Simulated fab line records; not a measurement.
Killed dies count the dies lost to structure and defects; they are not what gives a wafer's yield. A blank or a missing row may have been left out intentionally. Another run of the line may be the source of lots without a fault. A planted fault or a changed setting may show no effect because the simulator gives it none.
Which tool is to blame? | flow n5 finfet | 24 lots with 72 wafers sampled at 3 steps, on a route of 1938 steps

== WHAT THE GAUGES READ, wafer by wafer ==
N5_BEOL_M13_CD_MEAS_28: the cd target is 209.5 nm. Usual: cd nm 209.7 nm, standard deviation 1.6.
lot  | measured     | on        | cd nm (nm)        | flag
L076 | day 11 12:26 | cd sem-01 | 212.6 210.1 209.7 |
L075 | day 11 14:02 | cd sem-01 | 211.1 209.9 210.0 |
L074 | day 11 17:16 | cd sem-01 | 208.5 208.0 209.1 |
L077 | day 11 23:39 | cd sem-01 | 209.4 214.1 209.3 |
L078 | day 12 05:23 | cd sem-01 | 210.5 208.8 211.1 |
L079 | day 12 09:49 | cd sem-02 | 208.9 209.9 210.5 |
L080 | day 12 19:00 | cd sem-01 | 207.4 209.7 208.6 |
L082 | day 12 21:14 | cd sem-03 | 212.0 209.6 208.1 |
L081 | day 12 22:05 | cd sem-03 | 210.2 208.6 208.1 |
L083 | day 13 03:23 | cd sem-02 | 211.6 209.9 210.5 |
L084 | day 13 04:20 | cd sem-01 | 208.8 211.1 209.4 |
L085 | day 14 04:17 | cd sem-01 | 209.8 209.6 211.1 |
L086 | day 14 11:55 | cd sem-03 | 210.8 208.1 209.3 |
L088 | day 14 20:16 | cd sem-03 | 212.5 210.0 212.8 |
L087 | day 14 20:26 | cd sem-02 | 210.8 209.8 211.5 |
L089 | day 15 04:53 | cd sem-02 | 209.9 208.9 209.4 |
L090 | day 15 10:36 | cd sem-02 | 209.3 208.6 209.4 |
L091 | day 15 12:48 | cd sem-01 | 210.2 208.3 209.2 |
L092 | day 15 19:47 | cd sem-02 | 211.3 207.1 210.4 |
L094 | day 16 06:49 | cd sem-01 | 208.6 209.3 205.9 |
L093 | day 16 07:35 | cd sem-01 | 213.0 208.8 209.6 |
L095 | day 16 18:09 | cd sem-02 | 209.6 208.2 210.0 |
L097 | day 16 20:36 | cd sem-01 | 209.7 208.4 210.2 |
L096 | day 16 21:20 | cd sem-03 | 209.4 209.1 210.3 |

== WHICH TOOL RAN EACH LOT (tool, then ch and the chambers of the sampled wafers, then the start) ==
lot  | N5_BEOL_M12_STRIP_64                 | N5_BEOL_M12_ETCH_38
L076 | plasma asher-02 ch 0,1, day 11 03:46 | rie diel-01 ch 1,2,3, day 11 08:23
L075 | plasma asher-02 ch 0,1, day 11 04:23 | rie diel-04 ch 0,2,3, day 11 08:37
L074 | plasma asher-02 ch 0,1, day 11 04:37 | rie diel-01 ch 0,2,3, day 11 11:43
L077 | plasma asher-02 ch 0,1, day 11 18:15 | rie diel-04 ch 1,2,3, day 11 20:31
L078 | plasma asher-02 ch 0,1, day 11 22:17 | rie diel-05 ch 1,2,3, day 12 02:01
L079 | plasma asher-01 ch 0,1, day 11 23:23 | rie diel-04 ch 0,2,3, day 12 02:11
L080 | plasma asher-01 ch 0,1, day 12 13:17 | rie diel-01 ch 0,1, day 12 14:56
L082 | plasma asher-02 ch 0,1, day 12 16:23 | rie diel-04 ch 0,2,3, day 12 17:47
L081 | plasma asher-02 ch 0,1, day 12 16:58 | rie diel-05 ch 0,1, day 12 18:23
L083 | plasma asher-02 ch 0,1, day 12 20:02 | rie diel-04 ch 0,3, day 12 23:50
L084 | plasma asher-01 ch 0,1, day 12 22:05 | rie diel-04 ch 1,2,3, day 13 00:55
L085 | plasma asher-01 ch 0, day 13 23:53   | rie diel-05 ch 1,2, day 14 01:05
L086 | plasma asher-02 ch 0,1, day 14 01:55 | rie diel-04 ch 0,1,3, day 14 08:47
L088 | plasma asher-02 ch 0,1, day 14 11:57 | rie diel-05 ch 1,2,3, day 14 16:22
L087 | plasma asher-02 ch 0,1, day 14 13:23 | rie diel-04 ch 0,2,3, day 14 16:28
L089 | plasma asher-01 ch 0,1, day 14 22:31 | rie diel-05 ch 1,3, day 15 01:24
L090 | plasma asher-01 ch 0,1, day 15 02:47 | rie diel-05 ch 1,2, day 15 07:05
L091 | plasma asher-02 ch 1, day 15 03:25   | rie diel-04 ch 2,3, day 15 07:28
L092 | plasma asher-02 ch 0,1, day 15 15:19 | rie diel-01 ch 0,1, day 15 16:34
L094 | plasma asher-01 ch 0,1, day 16 00:23 | rie diel-05 ch 0,1, day 16 02:02
L093 | plasma asher-01 ch 0,1, day 16 01:10 | rie diel-04 ch 1,2, day 16 04:18
L095 | plasma asher-01 ch 0,1, day 16 12:05 | rie diel-05 ch 1,3, day 16 14:31
L097 | plasma asher-01 ch 0,1, day 16 13:41 | rie diel-04 ch 0,1,3, day 16 16:21
L096 | plasma asher-01 ch 0,1, day 16 14:36 | rie diel-04 ch 0,3, day 16 16:58
- N5_BEOL_M12_STRIP_64: strips in N2/H2.
- N5_BEOL_M12_ETCH_38: etches SiCN in CF4/N2, target depth 68.7 nm, time 73.4 s.

== WHAT THE TOOLS THEMSELVES READ (means of the sampled wafers that have a number; where no wafer has one, the mark that the record gives instead) ==
N5_BEOL_M12_STRIP_64. Usual: drypump motor current A 5.9 A, standard deviation 0.82; h2 flow sccm 3249 sccm, standard deviation 10; heater power w 326 W, standard deviation 13; oes product au 0.714 a.u., standard deviation 0.0048; strip time to endpoint s 31.38 s, standard deviation 0.073.
lot  | tool            | drypump motor current A (A) | h2 flow sccm (sccm) | heater power w (W) | oes product au (a.u.) | strip time to endpoint s (s) | flag
L076 | plasma asher-02 | 6.1                         | 3252                | 323                | 0.713                 | 31.34                        |
L075 | plasma asher-02 | 6.1                         | 3255                | 322                | 0.715                 | 31.23                        |
L074 | plasma asher-02 | 6.1                         | 3250                | 320                | 0.709                 | 31.37                        |
L077 | plasma asher-02 | 6.1                         | 3250                | 320                | 0.717                 | 31.35                        |
L078 | plasma asher-02 | 5.4                         | 3257                | 312                | 0.712                 | 31.41                        |
L079 | plasma asher-01 | 5.8                         | 3240                | 337                | 0.718                 | 31.34                        |
L080 | plasma asher-01 | 6.1                         | 3248                | 331                | 0.713                 | 31.33                        |
L082 | plasma asher-02 | 5.5                         | 3245                | 324                | 0.711                 | 31.37                        |
L081 | plasma asher-02 | 6.1                         | 3247                | 322                | 0.717                 | 31.39                        |
L083 | plasma asher-02 | 5.5                         | 3260                | 321                | 0.710                 | 31.37                        |
L084 | plasma asher-01 | 6.2                         | 3237                | 327                | 0.714                 | 31.34                        |
L085 | plasma asher-01 | 5.4                         | 3239                | 346                | 0.716                 | 31.32                        |
L086 | plasma asher-02 | 5.4                         | 3243                | 316                | 0.716                 | 31.32                        |
L088 | plasma asher-02 | 5.4                         | 3256                | 314                | 0.717                 | 31.38                        |
L087 | plasma asher-02 | 5.4                         | 3236                | 319                | 0.712                 | 31.51                        |
L089 | plasma asher-01 | 6.2                         | 3254                | 328                | 0.710                 | 31.34                        |
L090 | plasma asher-01 | 5.8                         | 3258                | 332                | 0.718                 | 31.47                        |
L091 | plasma asher-02 | 4.8                         | 3247                | 316                | 0.710                 | 31.35                        |
L092 | plasma asher-02 | 5.4                         | 3249                | 316                | 0.718                 | 31.44                        |
L094 | plasma asher-01 | 5.8                         | 3257                | 334                | 0.716                 | 31.43                        |
L093 | plasma asher-01 | 5.8                         | 3260                | 336                | 0.716                 | 31.45                        |
L095 | plasma asher-01 | 5.8                         | 3239                | 336                | 0.711                 | 31.39                        |
L097 | plasma asher-01 | 6.2                         | 3245                | 333                | 0.716                 | 31.37                        |
L096 | plasma asher-01 | 5.8                         | 3251                | 332                | 0.719                 | 31.45                        |

N5_BEOL_M12_ETCH_38. Usual: drypump motor current A 5.5 A, standard deviation 0.39; oes product au 0.81 a.u., standard deviation 0.081; rf vpp V 382.3 V, standard deviation 2.4; showerhead plenum p Torr 2.21 Torr, standard deviation 0.086; throttle valve pct 15.35 %, standard deviation 0.28.
lot  | tool        | drypump motor current A (A) | oes product au (a.u.) | rf vpp V (V) | showerhead plenum p Torr (Torr) | throttle valve pct (%) | flag
L076 | rie diel-01 | 5.5                         | 0.74                  | 383.4        | 2.22                            | 15.51                  |
L075 | rie diel-04 | 5.6                         | 0.88                  | 383.3        | 2.25                            | 15.17                  |
L074 | rie diel-01 | 5.8                         | 0.78                  | 382.8        | 2.21                            | 15.40                  |
L077 | rie diel-04 | 5.4                         | 0.90                  | 384.0        | 2.29                            | 15.20                  |
L078 | rie diel-05 | 5.4                         | 0.73                  | 380.7        | 2.14                            | 15.58                  |
L079 | rie diel-04 | 5.6                         | 0.87                  | 383.7        | 2.25                            | 15.19                  |
L080 | rie diel-01 | 5.5                         | 0.75                  | 380.9        | 2.17                            | 15.46                  |
L082 | rie diel-04 | 5.6                         | 0.86                  | 382.3        | 2.25                            | 15.21                  |
L081 | rie diel-05 | 5.1                         | 0.71                  | 380.3        | 2.11                            | 15.59                  |
L083 | rie diel-04 | 5.3                         | 0.85                  | 382.9        | 2.24                            | 15.04                  |
L084 | rie diel-04 | 5.4                         | 0.87                  | 383.6        | 2.28                            | 15.23                  |
L085 | rie diel-05 | 5.7                         | 0.73                  | 377.8        | 2.06                            | 15.72                  |
L086 | rie diel-04 | 5.5                         | 0.84                  | 383.5        | 2.27                            | 15.16                  |
L088 | rie diel-05 | 5.4                         | 0.79                  | 380.4        | 2.13                            | 15.46                  |
L087 | rie diel-04 | 5.6                         | 0.84                  | 383.5        | 2.24                            | 15.22                  |
L089 | rie diel-05 | 5.2                         | 0.86                  | 382.2        | 2.21                            | 15.20                  |
L090 | rie diel-05 | 5.7                         | 0.73                  | 378.1        | 2.05                            | 15.75                  |
L091 | rie diel-04 | 5.2                         | 0.84                  | 382.6        | 2.24                            | 15.15                  |
L092 | rie diel-01 | 5.7                         | 0.77                  | 381.0        | 2.15                            | 15.41                  |
L094 | rie diel-05 | 5.4                         | 0.80                  | 382.4        | 2.20                            | 15.30                  |
L093 | rie diel-04 | 5.6                         | 0.85                  | 384.8        | 2.30                            | 15.37                  |
L095 | rie diel-05 | 5.2                         | 0.83                  | 381.2        | 2.20                            | 15.23                  |
L097 | rie diel-04 | 5.6                         | 0.82                  | 383.9        | 2.27                            | 15.20                  |
L096 | rie diel-04 | 5.7                         | 0.80                  | 382.8        | 2.24                            | 15.18                  |

== THE ANSWER, worked out from the rows above alone ==
Rule: take the mean of a lot's wafers that have a number; if it is more than 3 standard deviations from the usual mean, the lot is off. A lot without any number at a reading at which 4 lots or more have one is off too. All remaining lots with rows at the step are treated as sound. Order of review: gauges by route order, followed by the tools' own readings, for which a lot's mean as printed above is used. At the first step where some lot is off, the reading lying furthest off is the one used; lots without a number count as furthest.
None of the lots is off at any reading shown; this tells nothing.

== WHAT THE SIMULATOR HAD INSERTED ==
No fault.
